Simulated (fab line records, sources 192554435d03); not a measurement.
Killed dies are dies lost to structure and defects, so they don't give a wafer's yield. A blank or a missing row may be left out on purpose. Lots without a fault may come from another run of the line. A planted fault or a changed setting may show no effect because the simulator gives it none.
Problem report in the 8D (eight disciplines) form, filled by code | flow n5_finfet | the parts of the form that need people (team, actions taken, sign-off) are left out

1. THE PROBLEM
cd_nm at N5_SD_EPI_N_CD_MEAS_09 reads a mean of 92.2 nm on 1 wafer of 1 lot; wafers without a fault read 120.1 nm with a standard deviation of 1.3. That is -21 standard deviations from the usual mean.
The step: target cd 120 nm.
First seen on wafer L229.4, day 4 19:01, on cd_sem-03. The record holds 39 wafers of 13 lots with a number at this step. Rule for "out", or "out of limits": more than 4 standard deviations from the usual mean. The other wafers with a number count as sound.

2. WHAT IT IS AND WHAT IT IS NOT
question                    | is               | is not
which readings at this step | cd_nm            | -
which lots                  | L229             | L222, L223, L224, L225, L226, L227, L228, L240, L241, L242, L243, L244
which wafers of those lots  | L229.4           | L229.2, L229.3
read on which gauges        | cd_sem-03        | cd_sem-01, cd_sem-02
when                        | from day 4 19:01 | up to then (23 sound wafers); but 15 sound wafers of L240, L241, L242, L243, L244 came after

3. SUSPECTS, AND WHAT RULES EACH OUT
Counting: a tool at a process step up to the reading stays a suspect if it ran every lot that is out. Sound lots after the first of them don't rule it out here, since some wafers of a struck lot are sound.
- the gauge at N5_SD_EPI_N_CD_MEAS_09: ruled out. All the wafers that are out were read on cd_sem-03, but those of them that N5_SD_EPI_N_PEB_07 has rows for are out there too, on other tools.
- rie_si-06 at N5_DUMMY_GATE_ETCH_44 (etches poly-Si in HBr/O2, stops on SiO2, target depth 127.5 nm): kept. It ran the lot that is out, L229 (day 4 17:37); its last sound lot up to then is L228 (day 4 11:58).
- ald_sin-01 at N5_SPACER0_ALD_08 (deposits SiNx, target thk 2 nm): kept. It ran the lot that is out, L229 (day 4 18:28); its last sound lot up to then is L226 (day 3 23:48).
- litho_track-01 at N5_SD_EPI_N_PEB_07 (peb time 60 s): kept. It ran the lot that is out, L229 (day 4 18:58); its last sound lot up to then is L228 (day 4 13:27). Its own readings are out on those wafers: heater_power_total_W.
- Within rie_si-06 at N5_DUMMY_GATE_ETCH_44: the wafers that are out ran in chamber 1; their sound lot-mates ran in chambers 2, 3.
Left after counting: rie_si-06 at N5_DUMMY_GATE_ETCH_44, ald_sin-01 at N5_SPACER0_ALD_08, litho_track-01 at N5_SD_EPI_N_PEB_07.

4. THE CAUSE (what the simulator had put in)
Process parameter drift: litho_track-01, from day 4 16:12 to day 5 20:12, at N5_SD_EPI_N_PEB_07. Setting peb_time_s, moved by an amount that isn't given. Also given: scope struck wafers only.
Counting left 3 suspects, and this tool is among them.

5. THE CHAIN OF EFFECTS, in route order
Each row: a reading whose mean over the struck wafers that have a number lies more than 3 standard deviations from the usual. Only readings for which the record gives a usual standard deviation are gone through. hours: the time from each lot's start at the first step in this table that gives one to its start at this step, as a median over the lots. sigmas: the change in usual standard deviations.
hours | step                   | reading              | usual    | on struck wafers | change | sigmas
0     | N5_SD_EPI_N_PEB_07     | heater_power_total_W | 175.5 W  | 264.7            | +89.2  | +59
0     | N5_SD_EPI_N_CD_MEAS_09 | cd_nm                | 120.1 nm | 92.2             | -27.9  | -21
The process steps in it:
- N5_SD_EPI_N_PEB_07: peb time 60 s.

6. WHAT WOULD HAVE CAUGHT IT SOONER
In this record the first reading out of limits at a measuring or inspecting step was taken at day 4 19:01, 3 hours after the fault began at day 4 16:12.
The tool's own readings at N5_SD_EPI_N_PEB_07 were out on every struck wafer that the step has a row for (heater_power_total_W): an alarm limit on them would have fired on the first of those.
All the lots that are out (1) had begun N5_SD_EPI_N_PEB_07 on litho_track-01 by day 4 19:01. A hold on the tool at that time would have spared none of them.
